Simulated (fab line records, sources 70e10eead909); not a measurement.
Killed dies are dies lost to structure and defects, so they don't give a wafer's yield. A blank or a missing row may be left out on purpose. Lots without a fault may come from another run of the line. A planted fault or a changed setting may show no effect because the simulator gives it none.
Which tool did it? | flow nand_harc | 16 lots, 48 wafers sampled, at 6 steps of a route of 1302

WHAT THE GAUGES READ, wafer by wafer
NHARC_P_M0_CD_MEAS_09: target cd 90 nm.
lot  | measured     | on        | cd_nm (nm)
L575 | day 6 01:10  | cd_sem-02 | 90.1 89.7 90.7
L576 | day 6 16:22  | cd_sem-03 | 90.6 90.7 89.7
L578 | day 7 07:44  | cd_sem-03 | 89.3 89.2 89.3
L579 | day 7 14:55  | cd_sem-03 | 90.2 90.4 90.4
L580 | day 8 07:05  | cd_sem-01 | 89.7 90.6 90.3
L582 | day 9 05:08  | cd_sem-03 | 89.1 90.1 88.5
L583 | day 9 18:04  | cd_sem-02 | 89.2 90.4 89.5
L584 | day 10 01:25 | cd_sem-01 | 89.6 89.7 89.2
L585 | day 10 16:04 | cd_sem-02 | 89.1 88.8 89.8
L587 | day 10 23:58 | cd_sem-03 | 89.4 89.1 88.7
L586 | day 11 00:25 | cd_sem-03 | 89.8 90.3 91.0
L589 | day 12 03:32 | cd_sem-02 | 89.7 90.0 90.6
L590 | day 12 14:33 | cd_sem-02 | 60.7 59.8 60.4
L593 | day 13 16:02 | cd_sem-02 | 68.0 66.9 68.0
L594 | day 13 16:34 | cd_sem-01 | 68.8 69.6 68.8
L596 | day 14 17:00 | cd_sem-03 | 69.7 69.5 69.6

NHARC_P_M0_CD_MEAS_16.
lot  | measured     | on        | cd_nm (nm)
L575 | day 6 01:39  | cd_sem-02 | 91.1 90.4 91.0
L576 | day 6 16:52  | cd_sem-01 | 91.1 90.1 90.8
L578 | day 7 08:14  | cd_sem-01 | 89.5 90.1 89.0
L579 | day 7 15:25  | cd_sem-03 | 91.2 89.9 89.5
L580 | day 8 07:37  | cd_sem-03 | 89.9 90.8 90.8
L582 | day 9 05:42  | cd_sem-02 | 88.7 89.3 87.8
L583 | day 9 18:33  | cd_sem-02 | 89.3 89.6 88.9
L584 | day 10 01:54 | cd_sem-01 | 89.2 88.7 89.0
L585 | day 10 16:37 | cd_sem-02 | 88.8 87.9 90.1
L587 | day 11 00:28 | cd_sem-01 | 89.8 89.3 88.5
L586 | day 11 00:54 | cd_sem-01 | 90.1 90.4 91.0
L589 | day 12 04:11 | cd_sem-01 | 89.6 90.2 90.9
L590 | day 12 15:02 | cd_sem-01 | 59.6 59.4 59.7
L593 | day 13 16:34 | cd_sem-02 | 68.2 67.6 68.1
L594 | day 13 17:05 | cd_sem-02 | 68.2 69.7 68.4
L596 | day 14 17:33 | cd_sem-02 | 69.6 68.7 68.6

WHICH TOOL RAN EACH LOT (tool, then ch and the chambers of the sampled wafers, then the start)
lot  | NHARC_P_CONTACT_DEGAS_38     | NHARC_P_CONTACT_CVD_23                   | NHARC_P_M0_EXPOSE_06               | NHARC_P_M0_ETCH_34
L575 | pvd_sputter-02, day 5 22:47  | cvd_w-01 ch 0,1, day 6 01:01 or earlier  | arfi_scanner-02 ch 0, day 6 01:01  | rie_diel-06 ch 1,2, day 6 01:26
L576 | pvd_sputter-03, day 6 14:06  | cvd_w-01 ch 0,1, day 6 16:13 or earlier  | arfi_scanner-02 ch 0, day 6 16:13  | rie_diel-04 ch 0,3, day 6 16:37
L578 | pvd_sputter-01, day 7 05:26  | cvd_w-01 ch 0,1, day 7 07:36 or earlier  | arfi_scanner-01 ch 0, day 7 07:36  | rie_diel-04 ch 0,2,3, day 7 08:01
L579 | pvd_sputter-01, day 7 12:32  | cvd_w-01 ch 0,1, day 7 14:47 or earlier  | arfi_scanner-03 ch 0, day 7 14:47  | rie_diel-04 ch 0,1,2, day 7 15:12
L580 | pvd_sputter-02, day 8 04:07  | cvd_w-02 ch 1, day 8 06:56 or earlier    | arfi_scanner-01 ch 0, day 8 06:56  | rie_diel-06 ch 0,2,3, day 8 07:21
L582 | pvd_sputter-03, day 9 02:53  | cvd_w-02 ch 0,1, day 9 05:00 or earlier  | arfi_scanner-02 ch 0, day 9 05:00  | rie_diel-01 ch 0,1, day 9 05:24
L583 | pvd_sputter-01, day 9 15:38  | cvd_w-01 ch 0,1, day 9 17:55 or earlier  | arfi_scanner-03 ch 0, day 9 17:55  | rie_diel-04 ch 0,2, day 9 18:20
L584 | pvd_sputter-02, day 9 23:01  | cvd_w-02 ch 0, day 10 01:17 or earlier   | arfi_scanner-02 ch 0, day 10 01:17 | rie_diel-04 ch 1,2, day 10 01:41
L585 | pvd_sputter-02, day 10 13:41 | cvd_w-02 ch 0,1, day 10 15:56 or earlier | arfi_scanner-01 ch 0, day 10 15:56 | rie_diel-06 ch 0,1,3, day 10 16:21
L587 | pvd_sputter-02, day 10 21:41 | cvd_w-02 ch 0,1, day 10 23:50 or earlier | arfi_scanner-01 ch 0, day 10 23:50 | rie_diel-04 ch 1,2, day 11 00:14
L586 | pvd_sputter-03, day 10 21:59 | cvd_w-01 ch 0,1, day 11 00:16 or earlier | arfi_scanner-03 ch 0, day 11 00:16 | rie_diel-01 ch 0,3, day 11 00:40
L589 | pvd_sputter-01, day 12 01:07 | cvd_w-01 ch 0,1, day 12 03:23 or earlier | arfi_scanner-02 ch 0, day 12 03:23 | rie_diel-04 ch 2,3, day 12 03:58
L590 | pvd_sputter-01, day 12 12:10 | cvd_w-01 ch 0,1, day 12 14:25 or earlier | arfi_scanner-01 ch 0, day 12 14:25 | rie_diel-04 ch 0,1,3, day 12 14:50
L593 | pvd_sputter-02, day 13 13:39 | cvd_w-02 ch 0,1, day 13 15:53 or earlier | arfi_scanner-01 ch 0, day 13 15:53 | rie_diel-06 ch 1,2,3, day 13 16:19
L594 | pvd_sputter-03, day 13 14:14 | cvd_w-01 ch 0,1, day 13 16:26 or earlier | arfi_scanner-01 ch 0, day 13 16:26 | rie_diel-06 ch 1,2,3, day 13 16:52
L596 | pvd_sputter-02, day 14 14:36 | cvd_w-01 ch 0,1, day 14 16:52 or earlier | arfi_scanner-01 ch 0, day 14 16:52 | rie_diel-01 ch 1,3, day 14 17:16
- NHARC_P_CONTACT_DEGAS_38: time 60 s.
- NHARC_P_CONTACT_CVD_23: deposits W, target thk 200 nm, time 557 s.
- NHARC_P_M0_EXPOSE_06: exposes mask P M0, target cd 90 nm.
- NHARC_P_M0_ETCH_34: etches the open film in N2/H2, target depth 40 nm, overetch 12 nm, time 43.94 s.

WHAT THE TOOLS THEMSELVES READ (means of the sampled wafers that have a number; where no wafer has one, the mark that the record gives instead)
NHARC_P_CONTACT_DEGAS_38.
lot  | tool           | heater_power_w (W)
L575 | pvd_sputter-02 | 510
L576 | pvd_sputter-03 | 436
L578 | pvd_sputter-01 | 485
L579 | pvd_sputter-01 | 474
L580 | pvd_sputter-02 | 526
L582 | pvd_sputter-03 | 482
L583 | pvd_sputter-01 | 482
L584 | pvd_sputter-02 | 528
L585 | pvd_sputter-02 | 526
L587 | pvd_sputter-02 | 538
L586 | pvd_sputter-03 | 439
L589 | pvd_sputter-01 | 454
L590 | pvd_sputter-01 | 459
L593 | pvd_sputter-02 | 518
L594 | pvd_sputter-03 | 455
L596 | pvd_sputter-02 | 499

NHARC_P_CONTACT_CVD_23.
lot  | tool     | heater_power_w (W) | mfc_wf6_sccm (sccm) | throttle_valve_pct (%)
L575 | cvd_w-01 | 562                | 40.10               | 7.84
L576 | cvd_w-01 | 524                | 39.84               | 7.90
L578 | cvd_w-01 | 527                | 40.05               | 7.92
L579 | cvd_w-01 | 520                | 40.18               | 7.84
L580 | cvd_w-02 | 490                | 40.00               | 7.55
L582 | cvd_w-02 | 439                | 39.89               | 8.01
L583 | cvd_w-01 | 551                | 39.83               | 7.80
L584 | cvd_w-02 | 418                | 40.02               | 8.09
L585 | cvd_w-02 | 438                | 39.93               | 7.91
L587 | cvd_w-02 | 437                | 39.98               | 7.70
L586 | cvd_w-01 | 547                | 39.99               | 7.84
L589 | cvd_w-01 | 513                | 39.89               | 7.93
L590 | cvd_w-01 | 518                | 40.05               | 8.02
L593 | cvd_w-02 | 469                | 39.93               | 7.82
L594 | cvd_w-01 | 514                | 39.92               | 8.03
L596 | cvd_w-01 | 517                | 40.02               | 7.88

NHARC_P_M0_EXPOSE_06.
lot  | tool            | exposure_dose_mJ_cm2
L575 | arfi_scanner-02 | 81.19
L576 | arfi_scanner-02 | 81.23
L578 | arfi_scanner-01 | 81.16
L579 | arfi_scanner-03 | 81.12
L580 | arfi_scanner-01 | 81.26
L582 | arfi_scanner-02 | 81.11
L583 | arfi_scanner-03 | 81.18
L584 | arfi_scanner-02 | 81.25
L585 | arfi_scanner-01 | 81.22
L587 | arfi_scanner-01 | 81.09
L586 | arfi_scanner-03 | 81.14
L589 | arfi_scanner-02 | 81.23
L590 | arfi_scanner-01 | 50.21
L593 | arfi_scanner-01 | 56.41
L594 | arfi_scanner-01 | 58.31
L596 | arfi_scanner-01 | 58.34

NHARC_P_M0_ETCH_34.
lot  | tool        | drypump_motor_current_A (A) | oes_product_au (a.u.) | rf_vpp_V (V) | showerhead_plenum_p_Torr (Torr) | throttle_valve_pct (%)
L575 | rie_diel-06 | 6.0                         | 0.986                 | 430.3        | 2.03                            | 14.171
L576 | rie_diel-04 | 5.6                         | 1.004                 | 429.4        | 2.01                            | 14.175
L578 | rie_diel-04 | 5.5                         | 1.002                 | 431.8        | 2.06                            | 14.176
L579 | rie_diel-04 | 5.5                         | 0.998                 | 430.4        | 2.04                            | 14.171
L580 | rie_diel-06 | 5.6                         | 1.002                 | 431.1        | 2.04                            | 14.179
L582 | rie_diel-01 | 5.6                         | 0.993                 | 427.6        | 1.94                            | 14.173
L583 | rie_diel-04 | 5.5                         | 0.999                 | 431.9        | 2.10                            | 14.166
L584 | rie_diel-04 | 5.6                         | 1.003                 | 429.7        | 2.03                            | 14.176
L585 | rie_diel-06 | 5.4                         | 0.990                 | 429.2        | 1.98                            | 14.170
L587 | rie_diel-04 | 5.7                         | 0.998                 | 431.8        | 2.10                            | 14.166
L586 | rie_diel-01 | 5.9                         | 0.998                 | 434.5        | 2.20                            | 14.176
L589 | rie_diel-04 | 5.8                         | 0.992                 | 431.5        | 2.06                            | 14.160
L590 | rie_diel-04 | 5.5                         | 0.999                 | 430.0        | 1.98                            | 14.166
L593 | rie_diel-06 | 5.7                         | 1.006                 | 428.8        | 2.00                            | 14.173
L594 | rie_diel-06 | 5.7                         | 1.001                 | 429.1        | 2.00                            | 14.179
L596 | rie_diel-01 | 6.1                         | 0.990                 | 433.5        | 2.14                            | 14.177

THE ANSWER, worked out from the rows above alone
Rule: what is usual is taken from the lots themselves. Put in order of their means at a reading, lots are off if they are a third of the lots or fewer, leave a main group of 4 or more, and stand apart from it by a gap of 3 or more times the standard deviation of the main group's means; of several such gaps the widest counts. A main group whose means are all the same, to the digits that the tables above print for the reading, isn't used. A lot without any number at a reading at which 4 lots or more have one is off too. The other lots that the step has rows for count as sound. The gauges are gone through in route order, then the tools' own readings, and for those a lot's mean is taken as printed above. The first step at which some lot is off is used, and at that step the reading that is off furthest; a lot without a number counts as furthest.
Off: L590, L593, L594, L596, at NHARC_P_M0_CD_MEAS_09 (cd_nm). The main group: mean 89.8 nm, standard deviation 0.49.
A tool fits if, at a process step before that reading, it ran every lot that is off, and no sound lot after the first of them. The gauges at NHARC_P_M0_CD_MEAS_09 aren't tried: what is off there is off at NHARC_P_M0_EXPOSE_06 too, on other tools, and a gauge's error can't cause that. NHARC_P_CONTACT_CVD_23 gives no start for some lots, so the hours and the order of its lots are those of NHARC_P_M0_EXPOSE_06. One fits: arfi_scanner-01 at NHARC_P_M0_EXPOSE_06. Its last sound lot is L587 (day 10 23:50), its first lot that is off L590 (day 12 14:25): a fault that began between those two fits.
The tool's own readings at NHARC_P_M0_EXPOSE_06 bear it out: on the lots that are off they differ by more than 5 times the standard deviation of the sound lots' means. exposure_dose_mJ_cm2 reads 55.82 there against 81.18 on the sound lots.

WHAT THE SIMULATOR HAD PUT IN
Process parameter drift: arfi_scanner-01, from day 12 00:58 on, at NHARC_P_M0_EXPOSE_06. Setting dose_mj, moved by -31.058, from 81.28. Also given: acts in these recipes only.
Lots struck among those shown: L590, L593, L594, L596. The rule above found the same.
